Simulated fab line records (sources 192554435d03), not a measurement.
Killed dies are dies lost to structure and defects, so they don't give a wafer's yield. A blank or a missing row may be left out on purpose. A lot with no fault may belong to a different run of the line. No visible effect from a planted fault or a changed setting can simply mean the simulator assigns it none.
fab line records	flow n5_finfet
[record] lots = 4	wafers = 12	last_day = 17
route steps=1938 shown BEOL_M4@1099 BEOL_M5@1112 BEOL_M11@1599 PASSIVATION@1936
lots that met no fault: from a run of the same line without faults
start_h: hours from the record's opening day to when the first of the lot's shown wafers began	wait_h: how many hours have passed since the lot's step before this one	" repeats the value in the row above	L1.1+2: a row that stands for several wafers	- either no value or no given start	* or withheld: withheld	< > ~ a bound
route shown NAME@n: a module of which the file shows steps, and the number in the route of the first	usual: mean/standard deviation of fault-free wafers	same: alike in all rows	chamber/n: place in a boat	sites: each site's reading	_std_site: standard deviation of those values	_edge_site: the outer-site mean with the inner-site mean subtracted	radius_mm: for every site, how far away it sits from the centre of the wafer	mask NAME#n: copy n	behind: the most recent tool/chamber to have shaped the wafer	hold: why the lot went on hold/how many hours it stayed there/how the hold came to an end	device: transistor that didn't switch, given as n, p or np	end of line: at the end of the route, the tests of the same wafers	a step with no rows: only its recipe	killed: the dies lost at the first sort to structure and to defects; this is not the yield of the wafer	map: a wafer's dies, marking killed ones x, the rest . and places with no die _
set.NAME: setting as actually run; set.NAME@STEP: the setting as run at that earlier step	model.NAME: the simulator's own value behind a step, which no gauge read
lots at selected steps of the route; one table per step, one row per wafer
[[steps]]
[step N5_BEOL_M4_ANNEAL_95]
[recipe] temp_c = 400	time_s = 240	ambient = vacuum
[step N5_BEOL_M4_SPUTTER_96]
[recipe] material = Cu	target_thk_a = 45	temp_c = -20	chamber_pressure_pa = 0.07	power_w = withheld	time_s = 8.29
[step N5_BEOL_M4_ECD_50]
[recipe] material = Cu	target_thk_a = 3000
[step N5_BEOL_M4_ANNEAL_51]
[recipe] temp_c = 225	time_s = 90	ambient = N2
[step N5_BEOL_M4_CMP_52]
[recipe] stop_on = SiOC	t_overpolish_s = 6.8	down_force_psi = 1	platen_rpm = 50	clearing_platen_down_force_psi = 1.5	clearing_platen_rpm = 50	post_cmp_clean = cu_alkaline	target_thk_nm = 40	clearing_platen_pad_velocity_m_s = 0.99484	pad_velocity_m_s = 0.99484
[step N5_BEOL_M4_PRE_CLEAN_60]
[recipe] gas = NH3/H2	time_s = 15	temp_c = *	rf_power_w = 300
[step N5_BEOL_M4_CO_CAP_55]
[recipe] material = Co	target_thk_a = 20	temp_c = 200	precursor = CCTBA/H2	pressure_torr = 30	time_s = 102.1
[step N5_BEOL_M4_PRE_CLEAN_56]
[recipe] gas = NH3	time_s = 15	temp_c = withheld	rf_power_w = 300
[step N5_BEOL_M4_DEP_57]
[recipe] material = SiCN	target_thk_a = 80	temp_c = withheld	precursor = 3MS/NH3	pressure_torr = 3	rf_w = 202	time_s = 14
[step N5_BEOL_M4_RC_MEAS_101]
[usual] DIBL_N = 36.8/1.5	DIBL_P = 37.1/2.1	IOFF_N = 0.168/0.03	IOFF_P = 0.22/0.034	ION_N = 679/12	ION_P = 466/8	SS_N = 71.7/0.58	SS_P = 73.5/0.67	VT_N = 248.8/2.7	VT_P = -250/3.3
lot.wafer	tool	chamber	start_h	wait_h	DIBL_N[mV/V]	DIBL_P[mV/V]	IOFF_N[nA/um]	IOFF_P[nA/um]	ION_N[uA/um]	ION_P[uA/um]	SS_N[mV/dec]	SS_P[mV/dec]	VT_N[mV]	VT_P[mV]
L551.3	prober-01	0	268.76	0.3	39.5	39.8	0.219	0.28	721	484	71.9	75.0	243.3	-248
L551.4	"	0	"	"	38.2	38.4	0.191	0.25	708	483	72.1	74.7	244.5	-248
L551.6	"	0	"	"	36.8	35.6	0.149	0.20	683	468	71.5	72.9	251.1	-250
L553.1	prober-02	0	294.46	0.0	38.6	37.1	0.166	0.19	668	448	72.1	74.1	251.5	-256
L553.4	"	0	"	"	36.1	33.6	0.122	0.14	654	441	71.7	72.8	254.6	-260
L553.5	"	0	"	"	38.1	36.7	0.153	0.17	668	449	72.3	73.7	252.0	-260
L555.2	prober-02	0	296.74	0.2	38.0	37.6	0.201	0.27	688	467	72.2	73.3	247.5	-246
L555.3	"	0	"	"	34.4	33.6	0.137	0.19	673	464	71.1	72.2	249.0	-251
L555.6	"	0	"	"	37.1	36.5	0.189	0.25	692	475	71.8	73.0	245.8	-245
L556.1	prober-01	0	314.51	0.0	36.6	37.8	0.161	0.24	677	472	71.6	73.3	247.9	-245
L556.3	"	0	"	"	37.6	37.9	0.165	0.24	670	466	71.9	74.0	251.3	-247
L556.6	"	0	"	"	36.5	36.5	0.147	0.22	673	466	71.4	73.2	250.9	-251
[step N5_BEOL_M5_ILD_DEP_00]
[recipe] material = SiCOH_lowk	target_thk_a = 1406.4	temp_c = 300	precursor = DEMS/porogen	pressure_torr = 5	rf_w = 500	time_s = 25.9
[step N5_BEOL_M5_CURE_79]
[recipe] temp_c = 385	time_s = 240	ambient = He/Ar	material = SiCOH_lowk
[step N5_BEOL_M5_PECVD_70]
[recipe] material = SiO2	target_thk_a = 160	temp_c = 400	precursor = TEOS/O2	pressure_torr = 5.5	rf_w = 450	teos_flow_sccm = 53.8	gas = O2	flow_sccm = 3000	time_s = 18
[step N5_BEOL_M5_HM_DEP_02]
[recipe] material = TiN	target_thk_a = 200	temp_c = 25	chamber_pressure_pa = 0.49996
[step N5_BEOL_M5_COAT_59]
[recipe] resist = SOC	temp_c = 250	time_s = 60	spin_rpm = 1500	resist_thk_nm = 60
[step N5_BEOL_M5_COAT_60]
[recipe] resist = SiARC	temp_c = 220	time_s = 60	spin_rpm = 1500	resist_thk_nm = 12
[step N5_BEOL_M5_COAT_71]
[recipe] resist = underlayer	temp_c = 205	time_s = 60	spin_rpm = 1500	resist_thk_nm = 5
[step N5_BEOL_M5_COAT_05]
[recipe] resist = CAR-EUV	spin_rpm = 1500	resist_thk_nm = 30
[step N5_BEOL_M5_EBR_07]
[recipe] solvent = PGMEA	ebr_width_mm = 1.5
[step N5_BEOL_M5_SOFTBAKE_06]
[recipe] temp_c = 110	time_s = 60	resist = CAR-EUV
[step N5_BEOL_M5_EXPOSE_08]
[recipe] mask_id = M5	na = 0.33	source_shape = annular	sigma_inner = 0.4	sigma_outer = 0.8	polarization = unpolarized	target_cd_nm = 28	dose_mj = 35.75
[step N5_BEOL_M5_PEB_09]
[recipe] peb_temp_c = 100	peb_time_s = 60	resist = CAR-EUV
[step N5_BEOL_M5_DEVELOP_10]
[recipe] develop_time_s = 30	developer = TMAH	resist = CAR-EUV	rinse_liquid = surfactant_rinse	dry = air_spin	dev_temp_c = 23
[step N5_BEOL_M5_DESCUM_16]
[recipe] chemistry = O2	time_s = 7	source_power_w = 50	bias_power_w = 20	pressure_mtorr = 20	rf_frequency_hz = 2.712e+07	temp_c = 40	resist = CAR-EUV	o2_flow_sccm = 225
[step N5_BEOL_M5_ETCH_72]
[recipe] chemistry = N2/H2	target = underlayer	target_depth_a = 65	mask_material = CAR-EUV	time_s = 5.2	ion_energy_ev = 200	pressure_mtorr = 30	source_w = 840	bias_w = 150	n2_flow_sccm = 200	h2_flow_sccm = 200	ends = cleared
[step N5_BEOL_M5_ETCH_61]
[recipe] chemistry = CF4	target = SiARC	target_depth_a = 156	mask_material = CAR-EUV	time_s = 26	ion_energy_ev = 80	pressure_mtorr = 40	source_w = 545	bias_w = 36	Ar_flow_sccm = 100	cf4_flow_sccm = 100	ends = cleared
[step N5_BEOL_M5_ETCH_62]
[recipe] chemistry = N2/H2	target = SOC	target_depth_a = 750	overetch_a = 150	mask_material = SiARC	temp_c = 40	time_s = 112.5	ion_energy_ev = 200	pressure_mtorr = 30	source_w = 840	bias_w = 150	n2_flow_sccm = 200	h2_flow_sccm = 200
[step N5_BEOL_M5_STRIP_63]
[recipe] chemistry = N2/H2	temp_c = 40	n2_flow_sccm = 200	h2_flow_sccm = 200	rf_frequency_hz = 6e+07
[step N5_BEOL_M5_STRIP_73]
[recipe] chemistry = N2/H2	temp_c = 40	n2_flow_sccm = 200	h2_flow_sccm = 200	rf_frequency_hz = 6e+07
[step N5_BEOL_M5_STRIP_64]
[recipe] chemistry = CF4	resist = SiARC	power_w = 300	bias_power_w = 75	pressure_mtorr = 50	cf4_flow_sccm = 150	rf_frequency_hz = 6e+07
[step N5_BEOL_M5_HM_OPEN_17]
[recipe] chemistry = Cl2/BCl3	target_depth_a = 200	overetch_a = 60	target = TiN	mask_material = SOC	ion_energy_ev = 150	pressure_mtorr = 10	icp_w = 1000	bias_w = 126	Cl2_flow_sccm = 53.25	bcl3_flow_sccm = 21.75	Ar_flow_sccm = 25
[step N5_BEOL_M5_STRIP_19]
[recipe] chemistry = O2	power_w = 400	temp_c = 40	pressure_mtorr = 30	rf_frequency_hz = 6e+07	bias_power_w = 0	overash_fraction = 0.2	o2_flow_sccm = 225
[step N5_BEOL_M5_COAT_65]
[recipe] resist = SOC	temp_c = 250	time_s = 60	spin_rpm = 1500	resist_thk_nm = 60
[step N5_BEOL_M5_COAT_66]
[recipe] resist = SiARC	temp_c = 220	time_s = 60	spin_rpm = 1500	resist_thk_nm = 12
[step N5_BEOL_M11_DEP_56]
[recipe] material = SiCN	target_thk_a = 300	temp_c = withheld	precursor = 3MS/NH3	pressure_torr = 3	rf_w = 675	time_s = 10.5
[usual] chamber_pressure_Torr = 3.000/0.0069	rf_fwd_power_W = 667.1/2.6	showerhead_plenum_p_Torr = 4.152/0.0091	throttle_valve_pct = 18.4/1.4	time_s = 10.5/0
lot.wafer	tool	chamber	start_h	wait_h	chamber_pressure_Torr	rf_fwd_power_W	showerhead_plenum_p_Torr	since_wet_clean_h	throttle_valve_pct	time_s
L551.3	pecvd-02	2	347.40	0.0	-	-	-	-	-	-
L551.4	"	0	"	"	-	-	-	-	-	-
L551.6	"	2	"	"	-	-	-	-	-	-
L553.1	pecvd-04	0	353.99	0.0	-	-	-	-	-	-
L553.4	"	2	"	"	-	-	-	-	-	-
L553.5	"	1	"	"	-	-	-	-	-	-
L555.2	pecvd-02	1	359.93	0.0	3.000	666.1	4.168	1970	18.7	10.5
L555.3	"	2	"	"	3.002	669.1	4.148	491	17.8	10.5
L555.6	"	0	"	"	3.002	668.2	4.147	-	18.8	10.5
L556.1	pecvd-04	1	367.95	0.0	2.995	667.7	4.151	1616	21.0	10.5
L556.3	"	2	"	"	2.991	665.4	4.153	137	16.5	10.5
L556.6	"	2	"	"	2.987	665.4	4.153	-	16.8	10.5
[step N5_PASSIVATION_PROBE_49]
[usual] defect_limited_yield = 91.0/1.5	killed_at_M0_to_M3 = 34/11	killed_at_M4_up = 14/5.3	killed_at_contacts = 13/7	killed_at_front_end = 41/13	killed_at_other = 4/3.1	killed_dies = 106/17	killed_on_rim = 14/3.9	killed_open = 70/12	killed_short = 35/8	sort_bin_5_function = 5.2/0.98	sort_bin_6_memory = 3.4/0.69	sort_n_pass = 1074/17	sort_yield_pct = 91.0/1.5
[same] gross_dies = 1180	killed_at_back_side = 0	sort_bin_4_leakage[%] = 0	sort_bin_8_speed[%] = 0
lot.wafer	tool	chamber	start_h	wait_h	defect_limited_yield[%]	killed_at_M0_to_M3	killed_at_M4_up	killed_at_contacts	killed_at_front_end	killed_at_other	killed_dies	killed_on_rim	killed_open	killed_short	sort_bin_5_function[%]	sort_bin_6_memory[%]	sort_n_pass	sort_yield_pct[%]
L551.3	prober-02	-	392.72	0.1	0	41	1071	19	38	11	1180	152	69	55	95.3	4.1	0	0
L551.4	prober-02	-	392.77	0.2	0	27	1082	5	62	4	1180	152	71	41	95.2	4.7	0	0
L551.6	prober-02	-	392.87	0.3	0	34	1088	9	40	9	1180	152	69	39	95.6	4.1	0	0
L553.1	prober-01	-	397.95	0.0	0	41	1090	8	39	2	1180	152	65	35	97.1	2.7	0	0
L553.4	prober-01	-	398.10	0.2	0	55	1069	10	46	0	1180	152	87	41	95.8	3.7	0	0
L553.5	prober-01	-	398.15	0.2	0	31	1099	3	47	0	1180	152	64	23	96.5	3.4	0	0
L555.2	prober-02	-	404.85	0.1	90.1	51	12	19	35	0	117	13	81	34	6.4	3.1	1063	90.1
L555.3	prober-02	-	404.90	0.1	88.6	71	9	19	36	0	135	20	95	38	6.8	4.3	1045	88.6
L555.6	prober-02	-	405.05	0.3	90.6	56	10	11	31	3	111	11	68	42	5.3	3.8	1069	90.6
L556.1	prober-02	-	409.81	0.0	93.4	22	9	11	34	2	78	10	56	22	4.2	2.2	1102	93.4
L556.3	prober-02	-	409.91	0.1	90.8	52	12	4	39	1	108	18	72	35	5.0	3.8	1072	90.8
L556.6	prober-02	-	410.06	0.3	91.6	29	17	10	42	1	99	4	69	30	4.2	4.0	1081	91.6
// killed by level:class
L551.3 BEOL_M11:area_dep=1053 MOL_CONTACT_COAG:geometric_particle:open=12 BEOL_M0_SAQP:geometric_particle:short=10 BEOL_M0_SAQP:geometric_particle:open=10 FIN_SAQP:geometric_particle:short=7 MOL_CONTACT_COAG:geometric_particle:short=7 STI_FIN_REVEAL:geometric_particle:open=6 BEOL_M1:geometric_particle:open=6
L551.4 BEOL_M11:area_dep=1067 STI_FIN_REVEAL:geometric_particle:open=28 STI_FIN_REVEAL:geometric_particle:short=10 BEOL_M0_SAQP:geometric_particle:short=8 BEOL_M3:geometric_particle:open=8 GATE_CUT:geometric_particle:short=7 FIN_SAQP:geometric_particle:open=5 BEOL_M0:geometric_particle:open=5
L551.6 BEOL_M11:area_dep=1072 STI_FIN_REVEAL:geometric_particle:open=16 BEOL_M0_SAQP:geometric_particle:short=14 MOL_CONTACT_COAG:geometric_particle:open=8 BEOL_M2:geometric_particle:open=8 STI_FIN_REVEAL:geometric_particle:short=5 GATE_CUT:geometric_particle:open=5 GATE_CUT:geometric_particle:short=4
L553.1 BEOL_M11:area_dep=1080 FIN_SAQP:geometric_particle:open=13 FIN_SAQP:geometric_particle:short=11 BEOL_M2:geometric_particle:open=9 BEOL_M1:geometric_particle:open=8 MOL_CONTACT_COAG:geometric_particle:open=7 BEOL_M0_SAQP:geometric_particle:short=6 BEOL_M3:geometric_particle:open=6
L553.4 BEOL_M11:area_dep=1052 BEOL_M0_SAQP:geometric_particle:open=17 BEOL_M0_SAQP:geometric_particle:short=11 FIN_SAQP:geometric_particle:short=10 MOL_CONTACT_COAG:geometric_particle:open=10 FIN_SAQP:geometric_particle:open=9 BEOL_M2:geometric_particle:open=9 BEOL_M4:geometric_particle:open=8
L553.5 BEOL_M11:area_dep=1093 STI_FIN_REVEAL:geometric_particle:open=14 BEOL_M0_SAQP:geometric_particle:open=11 FIN_SAQP:geometric_particle:open=7 BEOL_M2:geometric_particle:open=6 FIN_SAQP:geometric_particle:short=5 BEOL_M0_SAQP:geometric_particle:short=5 BEOL_M1:geometric_particle:open=4
L555.2 MOL_CONTACT_COAG:geometric_particle:open=15 BEOL_M0_SAQP:geometric_particle:open=13 FIN_SAQP:geometric_particle:open=11 BEOL_M2:geometric_particle:open=11 BEOL_M0_SAQP:geometric_particle:short=7 BEOL_M1:geometric_particle:open=7 BEOL_M4:geometric_particle:open=6 STARTING-WAFER:geometric_particle:short=6
L555.3 BEOL_M2:geometric_particle:open=22 MOL_CONTACT_COAG:geometric_particle:open=14 BEOL_M1:geometric_particle:open=12 BEOL_M0_SAQP:geometric_particle:short=12 FIN_SAQP:geometric_particle:open=11 BEOL_M0_SAQP:geometric_particle:open=11 DUMMY_GATE:geometric_particle:open=9 MOL_CONTACT_COAG:geometric_particle:short=5
L555.6 FIN_SAQP:geometric_particle:open=17 BEOL_M0_SAQP:geometric_particle:short=15 BEOL_M2:geometric_particle:open=12 BEOL_M0_SAQP:geometric_particle:open=10 FIN_SAQP:geometric_particle:short=10 MOL_CONTACT_COAG:geometric_particle:open=7 BEOL_M4:geometric_particle:open=6 BEOL_M1:geometric_particle:open=6
L556.1 STI_FIN_REVEAL:geometric_particle:open=10 MOL_CONTACT_COAG:geometric_particle:open=9 BEOL_M2:geometric_particle:open=8 BEOL_M3:geometric_particle:open=8 FIN_SAQP:geometric_particle:short=7 FIN_SAQP:geometric_particle:open=6 BEOL_M4:geometric_particle:open=5 BEOL_M2:geometric_particle:short=3
L556.3 BEOL_M1:geometric_particle:open=13 BEOL_M3:geometric_particle:open=10 BEOL_M0_SAQP:geometric_particle:open=9 STI_FIN_REVEAL:geometric_particle:open=7 BEOL_M0_SAQP:geometric_particle:short=7 STARTING-WAFER:geometric_particle:open=6 FIN_SAQP:geometric_particle:open=5 FIN_SAQP:geometric_particle:short=4
L556.6 FIN_SAQP:geometric_particle:open=12 BEOL_M0_SAQP:geometric_particle:open=12 BEOL_M4:geometric_particle:open=12 FIN_SAQP:geometric_particle:short=10 MOL_CONTACT_COAG:geometric_particle:open=9 BEOL_M3:geometric_particle:open=6 BEOL_M0_SAQP:geometric_particle:short=5 STI_FIN_REVEAL:geometric_particle:open=4
// map L551.3 (x killed, . not)
_________________xxxxxxxxxxxx________________
______________xxxxxxxxxxxxxxxxxx_____________
___________xxxxxxxxxxxxxxxxxxxxxxxx__________
__________xxxxxxxxxxxxxxxxxxxxxxxxxx_________
________xxxxxxxxxxxxxxxxxxxxxxxxxxxxxx_______
_______xxxxxxxxxxxxxxxxxxxxxxxxxxxxxxxx______
______xxxxxxxxxxxxxxxxxxxxxxxxxxxxxxxxxx_____
_____xxxxxxxxxxxxxxxxxxxxxxxxxxxxxxxxxxxx____
____xxxxxxxxxxxxxxxxxxxxxxxxxxxxxxxxxxxxxx___
___xxxxxxxxxxxxxxxxxxxxxxxxxxxxxxxxxxxxxxxx__
___xxxxxxxxxxxxxxxxxxxxxxxxxxxxxxxxxxxxxxxx__
__xxxxxxxxxxxxxxxxxxxxxxxxxxxxxxxxxxxxxxxxxx_
__xxxxxxxxxxxxxxxxxxxxxxxxxxxxxxxxxxxxxxxxxx_
_xxxxxxxxxxxxxxxxxxxxxxxxxxxxxxxxxxxxxxxxxxxx
_xxxxxxxxxxxxxxxxxxxxxxxxxxxxxxxxxxxxxxxxxxxx
_xxxxxxxxxxxxxxxxxxxxxxxxxxxxxxxxxxxxxxxxxxxx
_xxxxxxxxxxxxxxxxxxxxxxxxxxxxxxxxxxxxxxxxxxxx
_xxxxxxxxxxxxxxxxxxxxxxxxxxxxxxxxxxxxxxxxxxxx
_xxxxxxxxxxxxxxxxxxxxxxxxxxxxxxxxxxxxxxxxxxxx
_xxxxxxxxxxxxxxxxxxxxxxxxxxxxxxxxxxxxxxxxxxxx
_xxxxxxxxxxxxxxxxxxxxxxxxxxxxxxxxxxxxxxxxxxxx
__xxxxxxxxxxxxxxxxxxxxxxxxxxxxxxxxxxxxxxxxxx_
__xxxxxxxxxxxxxxxxxxxxxxxxxxxxxxxxxxxxxxxxxx_
___xxxxxxxxxxxxxxxxxxxxxxxxxxxxxxxxxxxxxxxx__
___xxxxxxxxxxxxxxxxxxxxxxxxxxxxxxxxxxxxxxxx__
____xxxxxxxxxxxxxxxxxxxxxxxxxxxxxxxxxxxxxx___
_____xxxxxxxxxxxxxxxxxxxxxxxxxxxxxxxxxxxx____
______xxxxxxxxxxxxxxxxxxxxxxxxxxxxxxxxxx_____
_______xxxxxxxxxxxxxxxxxxxxxxxxxxxxxxxx______
________xxxxxxxxxxxxxxxxxxxxxxxxxxxxxx_______
__________xxxxxxxxxxxxxxxxxxxxxxxxxx_________
___________xxxxxxxxxxxxxxxxxxxxxxxx__________
______________xxxxxxxxxxxxxxxxxx_____________
_________________xxxxxxxxxxxx________________
// map L553.1 (x killed, . not)
_________________xxxxxxxxxxxx________________
______________xxxxxxxxxxxxxxxxxx_____________
___________xxxxxxxxxxxxxxxxxxxxxxxx__________
__________xxxxxxxxxxxxxxxxxxxxxxxxxx_________
________xxxxxxxxxxxxxxxxxxxxxxxxxxxxxx_______
_______xxxxxxxxxxxxxxxxxxxxxxxxxxxxxxxx______
______xxxxxxxxxxxxxxxxxxxxxxxxxxxxxxxxxx_____
_____xxxxxxxxxxxxxxxxxxxxxxxxxxxxxxxxxxxx____
____xxxxxxxxxxxxxxxxxxxxxxxxxxxxxxxxxxxxxx___
___xxxxxxxxxxxxxxxxxxxxxxxxxxxxxxxxxxxxxxxx__
___xxxxxxxxxxxxxxxxxxxxxxxxxxxxxxxxxxxxxxxx__
__xxxxxxxxxxxxxxxxxxxxxxxxxxxxxxxxxxxxxxxxxx_
__xxxxxxxxxxxxxxxxxxxxxxxxxxxxxxxxxxxxxxxxxx_
_xxxxxxxxxxxxxxxxxxxxxxxxxxxxxxxxxxxxxxxxxxxx
_xxxxxxxxxxxxxxxxxxxxxxxxxxxxxxxxxxxxxxxxxxxx
_xxxxxxxxxxxxxxxxxxxxxxxxxxxxxxxxxxxxxxxxxxxx
_xxxxxxxxxxxxxxxxxxxxxxxxxxxxxxxxxxxxxxxxxxxx
_xxxxxxxxxxxxxxxxxxxxxxxxxxxxxxxxxxxxxxxxxxxx
_xxxxxxxxxxxxxxxxxxxxxxxxxxxxxxxxxxxxxxxxxxxx
_xxxxxxxxxxxxxxxxxxxxxxxxxxxxxxxxxxxxxxxxxxxx
_xxxxxxxxxxxxxxxxxxxxxxxxxxxxxxxxxxxxxxxxxxxx
__xxxxxxxxxxxxxxxxxxxxxxxxxxxxxxxxxxxxxxxxxx_
__xxxxxxxxxxxxxxxxxxxxxxxxxxxxxxxxxxxxxxxxxx_
___xxxxxxxxxxxxxxxxxxxxxxxxxxxxxxxxxxxxxxxx__
___xxxxxxxxxxxxxxxxxxxxxxxxxxxxxxxxxxxxxxxx__
____xxxxxxxxxxxxxxxxxxxxxxxxxxxxxxxxxxxxxx___
_____xxxxxxxxxxxxxxxxxxxxxxxxxxxxxxxxxxxx____
______xxxxxxxxxxxxxxxxxxxxxxxxxxxxxxxxxx_____
_______xxxxxxxxxxxxxxxxxxxxxxxxxxxxxxxx______
________xxxxxxxxxxxxxxxxxxxxxxxxxxxxxx_______
__________xxxxxxxxxxxxxxxxxxxxxxxxxx_________
___________xxxxxxxxxxxxxxxxxxxxxxxx__________
______________xxxxxxxxxxxxxxxxxx_____________
_________________xxxxxxxxxxxx________________
[[key]]
[first_sign] step = N5_BEOL_M11_DEP_56	reading = tool_record	direction = missing
[effect] step = N5_PASSIVATION_PROBE_49	reading = killed_at_M4_up	direction = up	sigmas = 99+	usual = 14	struck = 1083
[more_kills_born_at] N5_BEOL_M11_DEP_56@pecvd-04 = 3225	N5_BEOL_M11_DEP_56@pecvd-02 = 3192
met_at N5_BEOL_M11_DEP_56
struck_wafers L551.3,L551.4,L551.6,L553.1,L553.4,L553.5
later_rows_left_out L551.3,L551.4,L551.6,L553.1,L553.4,L553.5
[fault] kind = skipped_step_whole	tool = pecvd-02,pecvd-04	chamber = -	onset_h = 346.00	steps = N5_BEOL_M11_DEP_56	scope = struck_lots_only
// later_rows_left_out: the simulator's readings of these wafers behind a module that went badly wrong aren't trusted and aren't shown, but for the sort
